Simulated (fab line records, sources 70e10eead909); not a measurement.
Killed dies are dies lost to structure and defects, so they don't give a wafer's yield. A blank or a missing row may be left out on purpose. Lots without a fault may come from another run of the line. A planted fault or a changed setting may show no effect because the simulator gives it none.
Chamber matching | flow nand_harc | NHARC_A_STAIRCASE_CMP_472 on cmp-02: 4 sister chambers
The step polishes SiO2. 4 wafers are shown with their chamber, then 7 later ones without.

WAFERS WITH THEIR CHAMBER
wafer  | chamber | motor_current_A (A)
L089.4 | 1       | 11.3
L089.5 | 2       | 13.8
L093.1 | 0       | 12.4
L093.3 | 3       | 11.3

WAFERS WITHOUT THEIR CHAMBER
wafer  | motor_current_A (A)
L093.4 | 10.8
L094.1 | 11.8
L094.2 | 11.1
L094.5 | 11.2
L096.1 | 11.3
L096.2 | 11.7
L096.3 | 11.6

WHICH CHAMBER EACH WENT THROUGH
wafer  | from the rows above          | in truth
L093.4 | can't be placed: 1 or 3      | 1
L094.1 | can't be placed: 1 or 3 or 0 | 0
L094.2 | can't be placed: 1 or 3      | 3
L094.5 | can't be placed: 1 or 3      | 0
L096.1 | can't be placed: 1 or 3      | 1
L096.2 | can't be placed: 1 or 3 or 0 | 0
L096.3 | can't be placed: 1 or 3 or 0 | 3
Placed correctly: 0 of 7. Can't be placed from these rows: 7 (the true chamber is among the candidates in 6). Placed wrongly: 0.
How it was worked out, from the rows above alone: a wafer's distance from a chamber is the root of the sum, over the readings, of the square of ((its reading less the chamber's mean) divided by the reading's scatter). The wafer belongs to the nearest chamber; if the next one is less than 2 further off, it can't be placed. A chamber's mean is the mean of its shown wafers. The scatter: with one shown wafer a chamber, the root of the mean of the squares of how far each hidden wafer lies from its nearest shown one.
